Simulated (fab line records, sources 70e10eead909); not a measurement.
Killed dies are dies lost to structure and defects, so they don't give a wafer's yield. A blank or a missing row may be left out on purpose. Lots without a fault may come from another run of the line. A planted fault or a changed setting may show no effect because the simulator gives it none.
Which tool did it? | flow nand_harc | 24 lots, 72 wafers sampled, at 2 steps of a route of 1302

WHAT THE GAUGES READ, wafer by wafer
NHARC_A_CHANNEL_FILL_D2_INSPECT_13.
lot  | measured     | on                | raw_defect_count
L074 | day 15 18:11 | defect_inspect-01 | 278 328 382
L075 | day 16 02:35 | defect_inspect-01 | 318 281 251
L076 | day 16 07:25 | defect_inspect-01 | 451 906 511
L077 | day 16 16:32 | defect_inspect-02 | 427 397 573
L078 | day 17 00:19 | defect_inspect-02 | 323 496 377
L079 | day 17 00:21 | defect_inspect-02 | 219 454 176
L080 | day 17 15:08 | defect_inspect-02 | 423 380 466
L081 | day 18 11:56 | defect_inspect-01 | 451 516 627
L082 | day 19 01:01 | defect_inspect-02 | 374 273 385
L083 | day 19 21:14 | defect_inspect-01 | 351 263 161
L085 | day 20 03:31 | defect_inspect-02 | 260 324 245
L086 | day 20 07:07 | defect_inspect-02 | 354 318 146
L084 | day 20 07:07 | defect_inspect-01 | 256 340 242
L088 | day 21 13:32 | defect_inspect-01 | 199 185 325
L087 | day 21 17:16 | defect_inspect-02 | 262 421 450
L089 | day 22 04:13 | defect_inspect-01 | 277 320 380
L091 | day 22 19:24 | defect_inspect-02 | 369 413 347
L090 | day 22 19:24 | defect_inspect-01 | 352 444 246
L092 | day 22 23:00 | defect_inspect-01 | 444 368 561
L093 | day 23 08:52 | defect_inspect-01 | 271 314 303
L094 | day 23 22:06 | defect_inspect-01 | 552 677 937
L096 | day 24 12:41 | defect_inspect-01 | 582 333 391
L095 | day 24 12:41 | defect_inspect-02 | 364 281 387
L097 | day 25 09:19 | defect_inspect-01 | 507 291 272

WHICH TOOL RAN EACH LOT (tool, then ch and the chambers of the sampled wafers, then the start)
lot  | NHARC_A_CHANNEL_FILL_D2_RTA_24
L074 | rtp_anneal-01 ch 0, day 15 18:00
L075 | rtp_anneal-02 ch 0, day 16 02:24
L076 | rtp_anneal-02 ch 0, day 16 07:14
L077 | rtp_anneal-02 ch 0, day 16 16:25
L078 | rtp_anneal-01 ch 0, day 17 00:07
L079 | rtp_anneal-02 ch 0, day 17 00:13
L080 | rtp_anneal-02 ch 0, day 17 14:56
L081 | rtp_anneal-02 ch 0, day 18 11:46
L082 | rtp_anneal-02 ch 0, day 19 00:50
L083 | rtp_anneal-02 ch 0, day 19 21:02
L085 | rtp_anneal-01 ch 0, day 20 03:19
L086 | rtp_anneal-02 ch 0, day 20 06:56
L084 | rtp_anneal-01 ch 0, day 20 06:59
L088 | rtp_anneal-02 ch 0, day 21 13:20
L087 | rtp_anneal-01 ch 0, day 21 17:06
L089 | rtp_anneal-01 ch 0, day 22 04:03
L091 | rtp_anneal-01 ch 0, day 22 19:14
L090 | rtp_anneal-02 ch 0, day 22 19:17
L092 | rtp_anneal-01 ch 0, day 22 22:49
L093 | rtp_anneal-02 ch 0, day 23 08:43
L094 | rtp_anneal-02 ch 0, day 23 21:56
L096 | rtp_anneal-02 ch 0, day 24 12:29
L095 | rtp_anneal-01 ch 0, day 24 12:31
L097 | rtp_anneal-02 ch 0, day 25 09:09
- NHARC_A_CHANNEL_FILL_D2_RTA_24: time 5 s.

WHAT THE TOOLS THEMSELVES READ (means of the sampled wafers that have a number; where no wafer has one, the mark that the record gives instead)
NHARC_A_CHANNEL_FILL_D2_RTA_24.
lot  | tool          | lamp_power_pct (%) | wafer_temp_C_max
L074 | rtp_anneal-01 | 33.8               | 1004.9
L075 | rtp_anneal-02 | 27.8               | 1004.4
L076 | rtp_anneal-02 | 27.8               | 1006.1
L077 | rtp_anneal-02 | 27.8               | 1005.5
L078 | rtp_anneal-01 | 33.9               | 1003.9
L079 | rtp_anneal-02 | 27.8               | 1004.4
L080 | rtp_anneal-02 | 27.7               | 1004.9
L081 | rtp_anneal-02 | 27.7               | 1004.9
L082 | rtp_anneal-02 | 27.7               | 1005.2
L083 | rtp_anneal-02 | 27.8               | 1005.4
L085 | rtp_anneal-01 | 33.9               | 1005.2
L086 | rtp_anneal-02 | 27.8               | 1005.3
L084 | rtp_anneal-01 | 33.9               | 1005.5
L088 | rtp_anneal-02 | 27.7               | 1005.6
L087 | rtp_anneal-01 | 33.9               | 1004.7
L089 | rtp_anneal-01 | 33.8               | 1004.1
L091 | rtp_anneal-01 | 33.9               | 1005.3
L090 | rtp_anneal-02 | 27.8               | 1004.7
L092 | rtp_anneal-01 | 33.8               | 1005.0
L093 | rtp_anneal-02 | 27.8               | 1004.8
L094 | rtp_anneal-02 | 27.8               | 1005.1
L096 | rtp_anneal-02 | 27.7               | 1004.2
L095 | rtp_anneal-01 | 33.8               | 1004.7
L097 | rtp_anneal-02 | 27.8               | 1004.4

THE ANSWER, worked out from the rows above alone
Rule: what is usual is taken from the lots themselves. Put in order of their means at a reading, lots are off if they are a third of the lots or fewer, leave a main group of 4 or more, and stand apart from it by a gap of 3 or more times the standard deviation of the main group's means; of several such gaps the widest counts. A main group whose means are all the same, to the digits that the tables above print for the reading, isn't used. A lot without any number at a reading at which 4 lots or more have one is off too. The other lots that the step has rows for count as sound. The gauges are gone through in route order, then the tools' own readings, and for those a lot's mean is taken as printed above. The first step at which some lot is off is used, and at that step the reading that is off furthest; a lot without a number counts as furthest.
No lot is off at any reading shown: from this, nothing can be told.

WHAT THE SIMULATOR HAD PUT IN
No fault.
